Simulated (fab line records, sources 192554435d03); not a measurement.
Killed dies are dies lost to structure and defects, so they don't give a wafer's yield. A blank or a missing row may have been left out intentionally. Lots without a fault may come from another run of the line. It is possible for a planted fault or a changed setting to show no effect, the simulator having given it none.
Code-filled problem report in 8D (eight disciplines) form | flow n5_finfet | the parts of the form that need people (team, actions taken, sign-off) are left out

== 1. THE PROBLEM ==
Wafers without a fault read 1500.0 rpm, standard deviation 0.86; spin_speed_rpm at N5_BEOL_M5_COAT_66 reads a mean of 1217.3 rpm on 6 wafers belonging to 2 lots. So: -99 or more standard deviations from the usual mean.
The step: time 60 s, resist thk 12 nm.
Seen first at day 13 06:31 on litho_track-03, wafer L258.1. The record has a number at this step for 36 wafers belonging to 12 lots. By rule, "out" or "out of limits" means more than 4 standard deviations away from the usual mean. The rest of the wafers with a number are treated as sound.

== 2. WHAT IT IS, WHAT IT ISN'T ==
question                    | is                     | is not
which readings at this step | spin_speed_rpm         | -
which lots                  | L257, L258             | L245, L246, L248, L249, L250, L252, L253, L255, L256, L267
which wafers of those lots  | all that have a number | -
read on which tools         | litho_track-03         | litho_track-01, litho_track-05
when                        | from day 13 06:31      | up to then (27 sound wafers); but 3 sound wafers of L267 came after

== 3. SUSPECTS, AND WHAT RULES EACH OUT ==
Counting: any tool at a process step up to the reading is kept as a suspect provided that every lot that is out went through it and no sound lot did after the first of them.
- litho_track-03 at N5_BEOL_M5_COAT_66 (time 60 s, resist thk 12 nm): kept. Every lot that is out went through it, starting with L258 (day 13 06:31), and after that it ran no sound lot; the last sound lot it ran before then is L256 (day 12 17:51). On those wafers its own readings are out: spin_speed_rpm.
Remaining after the count: litho_track-03 at N5_BEOL_M5_COAT_66.

== 4. THE CAUSE (what the simulator had put in) ==
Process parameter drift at N5_BEOL_M5_COAT_66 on litho_track-03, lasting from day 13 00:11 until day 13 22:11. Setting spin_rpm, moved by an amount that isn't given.
The count eliminated every tool but this one.

== 5. THE EFFECT CHAIN, in route order ==
Each row: a reading whose mean over the struck wafers that have a number lies more than 3 standard deviations from the usual. Scope: only readings with a usual standard deviation given in the record; hours: median across lots of the time from each lot's start at the first step in this table that gives one to its start at this step; sigmas: change in usual standard deviations.
hours | step               | reading        | usual      | on struck wafers | change | sigmas
0     | N5_BEOL_M5_COAT_66 | spin_speed_rpm | 1500.0 rpm | 1217.3           | -282.7 | -99 or more
The process steps in it:
- N5_BEOL_M5_COAT_66: time 60 s, resist thk 12 nm.
Later steps that measure or inspect, where all struck wafers having a row at the step show a number for every such reading and not one has moved that far: N5_BEOL_M5_CD_MEAS_28, N5_BEOL_M5_INSPECT_30.

== 6. HOW IT WOULD HAVE BEEN CAUGHT EARLIER ==
6 hours passed between the start of the fault at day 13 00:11 and the first reading out of limits in this record, taken at day 13 06:31.
